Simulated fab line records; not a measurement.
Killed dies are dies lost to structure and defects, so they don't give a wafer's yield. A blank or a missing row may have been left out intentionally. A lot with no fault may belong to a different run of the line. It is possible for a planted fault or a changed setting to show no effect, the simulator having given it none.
2 desks looking at one fault ; flow n5Finfet ; each desk has only its own numbers; what lay behind them comes last

## TOOL OWNER'S DESK, pvdSputter-03
The tool's own readings at N5_BEOL_M2_SPUTTER_90 (material Cu, target thk 4.5 nm, time 8.29 s): means of the sampled wafers that have a number, for each lot that ran on this tool. Any lot whose mean is over 4 standard deviations away from the usual mean is out of limits and marked OUT; that distance is given in the brackets.
Columns: A = susceptorTempC at N5_BEOL_M2_SPUTTER_90, usual -20.01 C; B = throttleValvePct at N5_BEOL_M2_SPUTTER_90, usual 29.7 %
lot;first seen here;A;B
L502;day 7 04:28;-20.00;29.2
L507;day 8 07:02;-19.95;29.5
L518;day 12 07:21;-19.96;29.5
L514;day 12 12:33;-20.09;29.5
This desk's verdict: no lot among the 4 shows anything out of limits.

## THE METROLOGY DESK
Lot by lot, what the gauges showed, no matter which tool ran the lot: averages of those sampled wafers that carry a number. Any lot whose mean is over 4 standard deviations away from the usual mean is out of limits and marked OUT; that distance is given in the brackets.
Columns: A = PAD_OVL at N5_PASSIVATION_OVL_MEAS_63, usual 0 nm
lot;first seen here;A
L503;day 11 10:17;-1
L502;day 11 13:34;12
L507;day 12 10:32;2
L515;day 16 10:44;2
L522;day 17 03:14;0
L519;day 18 07:45;-1
L518;day 18 08:35;4
L520;day 18 19:47;-3
L513;day 19 05:04;3
L514;day 19 05:07;-7
This desk's verdict: no lot among the 10 shows anything out of limits.

## PUT TOGETHER
The tool owner's desk saw nothing out of limits.
The metrology desk saw nothing out of limits.

## WHAT THE SIMULATOR HAD PUT IN
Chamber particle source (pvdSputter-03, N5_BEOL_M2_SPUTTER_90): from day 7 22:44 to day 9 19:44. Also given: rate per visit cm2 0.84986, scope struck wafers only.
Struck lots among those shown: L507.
